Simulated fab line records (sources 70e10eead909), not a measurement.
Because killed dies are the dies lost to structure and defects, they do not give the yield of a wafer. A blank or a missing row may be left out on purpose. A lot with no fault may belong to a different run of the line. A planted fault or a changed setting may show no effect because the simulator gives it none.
Matching of chambers | flow nand harc | 3 sister chambers for NHARC_A_STAIRCASE_DEP_322 on pecvd-04
The step deposits SiO2, target thk 7200 nm. 3 wafers are shown with their chamber, then 10 later ones without.

WAFERS WITH THEIR CHAMBER
wafer  | chamber | heater power w (W)
L084.6 | 0       | 704
L089.1 | 1       | 612
L089.2 | 2       | 937

WAFERS MISSING THEIR CHAMBER
wafer  | heater power w (W)
L089.3 | 848
L092.1 | 627
L092.5 | 555
L092.6 | 748
L094.1 | 801
L094.2 | 785
L094.5 | 747
L095.1 | 888
L095.2 | 747
L095.5 | 716

EACH ONE'S CHAMBER
wafer  | from the rows above          | in truth
L089.3 | can't be placed: 2 or 0      | 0
L092.1 | can't be placed: 1 or 0      | 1
L092.5 | can't be placed: 1 or 0      | 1
L092.6 | can't be placed: 0 or 1      | 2
L094.1 | can't be placed: 0 or 2 or 1 | 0
L094.2 | can't be placed: 0 or 2 or 1 | 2
L094.5 | can't be placed: 0 or 1      | 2
L095.1 | 2                            | 2
L095.2 | can't be placed: 0 or 1      | 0
L095.5 | can't be placed: 0 or 1      | 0
1 of 10 placed correctly. Not placeable from these rows: 9 (in 7, the candidates include the true chamber). 0 placed wrongly.
How it was worked out, from the rows above alone: a wafer's distance from a chamber is the root of the sum, over the readings, of the square of ((its reading less the chamber's mean) divided by the reading's scatter). The wafer belongs to the nearest chamber; if the next one is less than 2 further off, it can't be placed. Each chamber's mean is taken over the wafers shown for it. The scatter (one wafer shown for each chamber): square how far every hidden wafer sits from the nearest shown wafer, average those squares and take the square root.
